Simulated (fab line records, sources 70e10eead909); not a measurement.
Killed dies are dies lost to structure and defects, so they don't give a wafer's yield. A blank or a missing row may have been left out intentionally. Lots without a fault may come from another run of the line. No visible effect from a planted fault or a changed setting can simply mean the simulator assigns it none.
Matching of chambers | flow nand-harc | 4 sister chambers for NHARC_A_STAIRCASE_DESCUM_168 on rie-diel-01
The step chemistry O2, time 3 s. 14 wafers are shown with their chamber, then 7 later ones without.

== WAFERS WITH THEIR CHAMBER ==
wafer  | chamber | drypump-motor-current-A (A) | showerhead-plenum-p-Torr (Torr) | rf-vpp-V (V)
L079.1 | 3       | 5.0                         | 1.78                            | 58.1
L079.4 | 2       | 5.4                         | 1.81                            | 56.8
L079.6 | 2       | 5.4                         | 1.81                            | 56.9
L089.2 | 0       | 5.6                         | 1.83                            | 57.3
L089.4 | 1       | 6.0                         | 1.99                            | 57.8
L089.5 | 1       | 6.0                         | 1.99                            | 57.7
L091.1 | 0       | 5.6                         | 1.83                            | 57.5
L091.2 | 3       | 5.0                         | 2.07                            | 56.9
L091.3 | 1       | 6.0                         | 1.99                            | 58.4
L091.4 | 2       | 5.4                         | 1.81                            | 56.8
L091.5 | 1       | 6.0                         | 1.99                            | 58.1
L091.6 | 0       | 5.5                         | 1.83                            | 58.5
L094.2 | 0       | 5.6                         | 1.83                            | 58.5
L094.4 | 2       | 5.4                         | 1.80                            | 57.4

SIGNATURES (averages over the wafers above)
reading                  | chamber 0 | chamber 1 | chamber 2 | chamber 3 | scatter within a chamber
drypump-motor-current-A  | 5.575     | 6.000     | 5.400     | 5.000     | 0.0274
showerhead-plenum-p-Torr | 1.8300    | 1.9900    | 1.8075    | 1.9250    | 0.0649
rf-vpp-V                 | 57.950    | 58.000    | 56.975    | 57.500    | 0.5
Rule: distance of a wafer from a chamber = root of the sum over the readings of ((wafer's reading minus chamber's mean) / reading's scatter) squared. The wafer belongs to the nearest chamber; if the next one is less than 2 further off, it can't be placed. The scatter is the square root of a quotient: the sum, over the shown wafers, of each reading's squared deviation from its chamber's mean, divided by wafers minus chambers.

== WAFERS MISSING THEIR CHAMBER ==
wafer  | drypump-motor-current-A (A) | showerhead-plenum-p-Torr (Torr) | rf-vpp-V (V)
L094.6 | 5.0                         | 2.07                            | 58.3
L097.1 | 6.0                         | 1.98                            | 57.3
L097.2 | 5.6                         | 1.83                            | 57.3
L097.5 | 5.4                         | 1.80                            | 54.9
L096.1 | 5.0                         | 2.07                            | 57.2
L096.5 | 6.0                         | 1.98                            | 58.1
L096.6 | 5.6                         | 1.83                            | 57.4

== WHICH CHAMBER EACH ONE RAN IN ==
wafer  | from the rows above | in truth
L094.6 | 3                   | 3
L097.1 | 1                   | 1
L097.2 | 0                   | 0
L097.5 | 2                   | 2
L096.1 | 3                   | 3
L096.5 | 1                   | 1
L096.6 | 0                   | 0
Placed correctly: 7 of 7. Number that these rows cannot place: 0. 0 placed wrongly.
